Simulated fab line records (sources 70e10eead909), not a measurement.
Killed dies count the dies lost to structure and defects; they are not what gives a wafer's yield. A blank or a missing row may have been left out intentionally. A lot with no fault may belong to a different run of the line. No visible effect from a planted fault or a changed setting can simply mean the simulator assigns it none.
A struck lot beside a sound one / flow nand harc / 21 steps out of a route of 1302
Sound: these wafers, L657.1, L657.2, L657.4. Wafers struck: L666.1, L666.2, L666.6. The cause is given at the end.
Order at every step that has rows: each side's tool, ch and its chambers, its first start. Under that, the readings that differ: sound wafers / struck wafers / difference of the means / sigmas: that difference in standard deviations of wafers without a fault.
alike: readings with means less than 2 such deviations apart, plus words and numbers identical on both sides. not compared: withheld readings, readings lacking a value on some wafer, bounds such as >300 that could conceal the same value, and numbers that have no deviation in the record and whose values overlap.
The two part at a step that has a row with sigmas, a row that says differs or no value, or rows on one side only. Non-overlapping numbers with no deviation appear without sigmas and do not part them. Lack of a reading on every wafer of one side parts them only where that side has two or more wafers.

first, 1 step without rows for these wafers: NHARC_P_BONDPAD_HARDBAKE_10 (time 65 s).
NHARC_P_BONDPAD_DESCUM_11: chemistry O2, time 3 s.
  sound on rie diel-08 ch 1,2, day 7 10:52; struck on rie diel-08 ch 2,3, day 11 06:40
  alike: chamber pressure mTorr, drypump motor current A, oes product au, rf vpp V, showerhead plenum p Torr, throttle valve pct
  not compared: rf hours counter h
NHARC_P_BONDPAD_ETCH_37: etches the open film in N2/H2, target depth 60 nm, overetch 18 nm, time 65.91 s.
  sound on rie diel-08 ch 2,3, day 7 10:57; struck on rie diel-08 ch 1,2, day 11 06:45
  alike: chamber pressure mTorr, drypump motor current A, oes product au, rf vpp V, showerhead plenum p Torr, throttle valve pct
  not compared: rf hours counter h
then, 1 step without rows for these wafers: NHARC_P_BONDPAD_ETCH_12 (etches the open film in CHF3/O2, target depth 200 nm, time 100 s).
NHARC_P_BONDPAD_CD_MEAS_13:
  sound on cd sem-02 at day 7 11:13; struck on cd sem-02 at day 11 06:58
  alike: cd nm
then, 4 steps without rows for these wafers: NHARC_P_BONDPAD_STRIP_15 (strips in O2); NHARC_P_BONDPAD_ETCH_24 (etches the open film in CF4/N2, target depth 30 nm, time 72.99 s); NHARC_P_BONDPAD_STRIP_16 (strips in post etch residue remover, time 600 s); NHARC_P_BONDPAD_DEGAS_25 (time 60 s).
NHARC_P_BONDPAD_PRE_CLEAN_26: time 30 s.
  sound on pvd sputter-03; struck on pvd sputter-03
  alike: heater power w
then, 2 steps without rows for these wafers: NHARC_P_BONDPAD_PVD_17 (deposits TaN, target thk 5 nm, time 8.06 s); NHARC_P_BONDPAD_PVD_27 (deposits Cu, target thk 30 nm, time 20.49 s).
NHARC_P_BONDPAD_ECD_18: material Cu, target thk 400 nm.
  sound on ecd cu-01 ch 0,1, day 7 12:12; struck on ecd cu-01 ch 0,1, day 11 08:01
NHARC_P_BONDPAD_ANNEAL_28: time 90 s.
  sound on rtp anneal-02 ch 0, day 7 12:35; struck on rtp anneal-01 ch 0, day 11 08:23
  alike: wafer_temp_C_max
then, 2 steps without rows for these wafers: NHARC_P_BONDPAD_CMP_19 (polishes, t overpolish 30 s, cu recess touch 16 s, target thk 160.81 nm); NHARC_P_BONDPAD_SRD_21 (time 30 s, dry time 20 s).
NHARC_P_BONDPAD_INSPECT_23:
  sound on defect inspect-01 at day 7 13:28; struck on defect inspect-02 at day 11 09:15
  alike: raw defect count
NHARC_P_BONDPAD_ACTIVATE_29: chemistry N2, time 60 s.
  sound on rie diel-09 ch 0,2,3, day 7 13:32; struck on rie diel-09 ch 1,2,3, day 11 09:20
  alike: drypump motor current A, oes product au, rf vpp V, showerhead plenum p Torr
  not compared: rf hours counter h
then, 2 steps without rows for these wafers: NHARC_P_BONDPAD_PRECLEAN_30 (cleans in DIW, time 300 s); NHARC_P_BONDPAD_SRD_31 (time 30 s, dry time 20 s).
-- the record jumps here: 18 days lie between the struck wafers' starts before and after (it left off in module P_BONDPAD and takes up again in module END, whose first step shown is number 1302 of the route) --
NHARC_END_SORT_01:
  sound on prober-01 ch 0, day 25 12:40; struck on prober-02 ch 0, day 29 15:25
reading=defect limited yield (%); sound=90.7 87.1 87.9; struck=0.1 0.1 0; difference=-88.5; sigmas=-32
reading=killed at periphery; sound=0 3 1; struck=602 609 616; difference=+608; sigmas=+99 or more
reading=killed dies; sound=63 87 82; struck=676 676 677; difference=+599; sigmas=+32
  alike: killed at array, killed at other, killed open, killed short

WHERE THEY PART
Only at NHARC_END_SORT_01, as far as this record shows.

WHY: whatever the simulator had introduced
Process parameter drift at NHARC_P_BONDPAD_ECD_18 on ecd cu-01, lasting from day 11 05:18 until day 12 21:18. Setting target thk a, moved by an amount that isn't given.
